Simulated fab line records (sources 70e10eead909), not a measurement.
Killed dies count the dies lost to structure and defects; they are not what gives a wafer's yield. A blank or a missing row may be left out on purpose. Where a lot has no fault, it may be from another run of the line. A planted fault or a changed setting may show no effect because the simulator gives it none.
Chamber matching	flow nand_harc	NHARC_A_CHANNEL_FILL_D2_STRIP_28 on rie_diel-10: 4 sister chambers
The step strips in O2, time 20 s. 20 wafers are shown with their chamber, then 10 later ones without.

WAFERS WITH THEIR CHAMBER
wafer	chamber	drypump_motor_current_A (A)	showerhead_plenum_p_Torr (Torr)	chamber_pressure_mTorr (mTorr)
L076.2	3	5.8	3.58	60.00
L076.4	2	5.0	3.69	60.03
L076.6	0	5.6	3.69	60.06
L080.1	0	5.6	3.69	59.94
L080.2	3	5.8	3.58	59.90
L080.4	2	5.0	3.69	59.97
L082.2	2	5.0	3.68	59.89
L082.4	3	5.8	3.58	59.98
L082.6	0	5.6	3.69	59.97
L084.4	2	5.0	3.68	60.09
L084.5	2	5.0	3.68	60.04
L084.6	3	5.8	3.58	60.05
L086.2	0	5.6	3.69	59.94
L086.5	2	4.9	3.68	60.01
L086.6	3	5.8	3.58	59.94
L087.2	1	6.4	3.67	59.91
L087.5	0	5.6	3.69	59.99
L087.6	1	6.4	3.67	59.93
L090.3	0	5.6	3.69	60.02
L090.4	2	5.0	3.68	59.99

SIGNATURES (means of the wafers above)
reading	chamber 0	chamber 1	chamber 2	chamber 3	scatter within a chamber
drypump_motor_current_A	5.600	6.400	4.986	5.800	0.0231
showerhead_plenum_p_Torr	3.6900	3.6700	3.6829	3.5800	0.00299
chamber_pressure_mTorr	59.9867	59.9200	60.0029	59.9740	0.0549
Rule: distance of a wafer from a chamber = root of the sum over the readings of ((wafer's reading minus chamber's mean) / reading's scatter) squared. If the next closest chamber is less than 2 further off than the closest, the wafer can't be placed; otherwise it belongs to the closest. How the scatter is found: for the shown wafers, subtract from each reading the mean of its chamber, square and add these, divide the total by (wafers less chambers), then take the root.

WAFERS WITHOUT THEIR CHAMBER
wafer	drypump_motor_current_A (A)	showerhead_plenum_p_Torr (Torr)	chamber_pressure_mTorr (mTorr)
L090.6	5.8	3.57	59.98
L091.1	4.9	3.68	60.05
L091.3	5.8	3.57	60.11
L091.6	5.0	3.68	59.96
L093.1	4.9	3.68	60.08
L093.2	5.8	3.57	59.95
L093.6	5.8	3.57	59.99
L094.1	6.4	3.67	59.98
L094.2	5.8	3.57	59.87
L094.6	5.6	3.69	60.11

WHICH CHAMBER EACH ONE RAN IN
wafer	from the rows above	in truth
L090.6	3	3
L091.1	2	2
L091.3	3	3
L091.6	2	2
L093.1	2	2
L093.2	3	3
L093.6	3	3
L094.1	1	1
L094.2	3	3
L094.6	0	0
Placed correctly: 10 of 10. Can't be placed from these rows: 0. Number placed wrongly: 0.
